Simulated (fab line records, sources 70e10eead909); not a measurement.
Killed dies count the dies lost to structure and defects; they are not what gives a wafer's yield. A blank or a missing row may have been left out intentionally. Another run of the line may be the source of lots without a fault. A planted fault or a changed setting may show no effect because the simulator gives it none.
Struck lot and sound lot, side by side ; flow nand harc ; 39 steps out of a route of 1159
Sound: wafers L674.1, L674.3, L674.5. Struck: wafer L691.1. (L691.3, L691.6 of the same lot were not struck and are left out.) The cause comes at the end.
Each step with rows lists, per side, the tool, then ch with its chambers, then its first start. Under that, the readings that differ: sound wafers ; struck wafers ; difference of the means ; sigmas: that difference in standard deviations of wafers without a fault.
alike: readings whose means differ by less than 2 such deviations, and words and numbers that are the same on both sides. not compared: withheld readings, readings that some wafer has no value for, bounds like >300 that may hide the same value, and numbers for which the record gives no deviation and whose values overlap.
A row with sigmas, a row that says differs or no value, or rows on one side alone: a step with any of these is where the two part. When numbers do not overlap yet have no deviation, they are printed without sigmas and do not part them. A reading that every wafer of one side lacks parts them only if that side has two wafers or more.

first, 2 steps without rows for these wafers: NHARC_P_BONDPAD_HARDBAKE_10 (time 65 s); NHARC_P_BONDPAD_DESCUM_11 (chemistry O2, time 3 s).
NHARC_P_BONDPAD_ETCH_37: etches the open film in N2/H2, target depth 60 nm, overetch 18 nm, time 65.91 s.
  sound on rie diel-08 ch 0,2,3, day 7 01:29; struck on rie diel-08 ch 0, day 11 10:59
  alike: drypump motor current A, oes product au, rf vpp V, showerhead plenum p Torr, throttle valve pct
  not compared: rf hours counter h
then, 1 step without rows for these wafers: NHARC_P_BONDPAD_ETCH_12 (etches the open film in CHF3/O2, target depth 200 nm, time 100 s).
NHARC_P_BONDPAD_CD_MEAS_13:
  sound on cd sem-01, day 7 01:43; struck on cd sem-03, day 11 11:13
  alike: cd nm
then, 4 steps without rows for these wafers: NHARC_P_BONDPAD_STRIP_15 (strips in O2); NHARC_P_BONDPAD_ETCH_24 (etches the open film in CF4/N2, target depth 30 nm, time 72.99 s); NHARC_P_BONDPAD_STRIP_16 (strips in post etch residue remover, time 600 s); NHARC_P_BONDPAD_DEGAS_25 (time 60 s).
NHARC_P_BONDPAD_PRE_CLEAN_26: time 30 s.
  sound on pvd sputter-03; struck on pvd sputter-02
  alike: heater power w
then, 1 step without rows for these wafers: NHARC_P_BONDPAD_PVD_17 (deposits TaN, target thk 5 nm, time 8.06 s).
NHARC_P_BONDPAD_PVD_27: deposits Cu, target thk 30 nm, time 20.49 s.
  sound on pvd sputter-03; struck on pvd sputter-02
  alike: throttle valve pct
NHARC_P_BONDPAD_ECD_18: material Cu, target thk 400 nm.
  sound on ecd cu-02 ch 0,1, day 7 02:45; struck on ecd cu-02 ch 1, day 11 12:12
  alike: bath heat duty pct, bath temp c
then, 1 step without rows for these wafers: NHARC_P_BONDPAD_ANNEAL_28 (time 90 s).
NHARC_P_BONDPAD_CMP_19: polishes, t overpolish 30 s, cu recess touch 16 s, target thk 160.81 nm.
  sound on cmp-04 ch 0,2,3, day 7 03:28; struck on cmp-01 ch 1, day 11 14:44
  alike: motor current A, overpolish run s
then, 1 step without rows for these wafers: NHARC_P_BONDPAD_SRD_21 (time 30 s, dry time 20 s).
NHARC_P_BONDPAD_INSPECT_23:
  sound on defect inspect-01, day 7 03:59; struck on defect inspect-01, day 11 15:16
  alike: raw defect count
NHARC_P_BONDPAD_ACTIVATE_29: chemistry N2, time 60 s.
  sound on rie diel-08 ch 0,2,3, day 7 04:03; struck on rie diel-08 ch 3, day 11 15:20
  alike: drypump motor current A, oes product au, rf vpp V, showerhead plenum p Torr
  not compared: rf hours counter h
then, 2 steps without rows for these wafers: NHARC_P_BONDPAD_PRECLEAN_30 (cleans in DIW, time 300 s); NHARC_P_BONDPAD_SRD_31 (time 30 s, dry time 20 s).
NHARC_A_START_INSPECT_01:
  the record holds rows for the sound wafers here (defect inspect-02, day 7 04:28) but none for the struck ones
then, 11 steps without rows for these wafers: NHARC_A_ZERO_WELL_PRECLEAN_00 (cleans in SPM, time 600 s); NHARC_A_ZERO_WELL_SRD_01; NHARC_A_ZERO_WELL_DEHYDRATE_02 (time 120 s); NHARC_A_ZERO_WELL_HMDS_03 (time 30 s); NHARC_A_ZERO_WELL_COAT_18 (time 65 s); NHARC_A_ZERO_WELL_COAT_04 (resist thk 600 nm); NHARC_A_ZERO_WELL_SOFTBAKE_05 (time 70 s); NHARC_A_ZERO_WELL_EBR_06; NHARC_A_ZERO_WELL_EXPOSE_07 (exposes mask A ZERO); NHARC_A_ZERO_WELL_PEB_08 (peb time 80 s); NHARC_A_ZERO_WELL_DEVELOP_09 (time 50 s).
NHARC_A_ZERO_WELL_CD_MEAS_10 targets a cd of 2000 nm.
  the record has rows for the sound wafers here (cd sem-02 ch 0, day 7 05:18) and none for the struck ones
then, 5 steps without rows for these wafers: NHARC_A_ZERO_WELL_HARDBAKE_11 (time 65 s); NHARC_A_ZERO_WELL_DESCUM_12 (chemistry O2, time 3 s); NHARC_A_ZERO_WELL_ETCH_19 (etches the open film in N2/H2, target depth 80 nm, overetch 24 nm, time 87.88 s); NHARC_A_ZERO_WELL_ETCH_13 (etches the open film in HBr/Cl2, target depth 120 nm, time 40.1 s); NHARC_A_ZERO_WELL_STRIP_14 (strips in SPM, time 900 s).
-- break in the record here, with 12 days between the starts of the struck wafers on either side (left off in module A_ZERO_WELL, picked up again in module END, where the first step shown is number 1159 on the route) --
NHARC_END_SORT_01:
  only the struck wafers appear in the record here, on prober-02 ch 0 at day 23 14:48; the sound ones have no rows

## WHERE THEY PART
Earliest at NHARC_A_START_INSPECT_01; latest, in this record, at NHARC_END_SORT_01.

WHY: the cause the simulator had injected
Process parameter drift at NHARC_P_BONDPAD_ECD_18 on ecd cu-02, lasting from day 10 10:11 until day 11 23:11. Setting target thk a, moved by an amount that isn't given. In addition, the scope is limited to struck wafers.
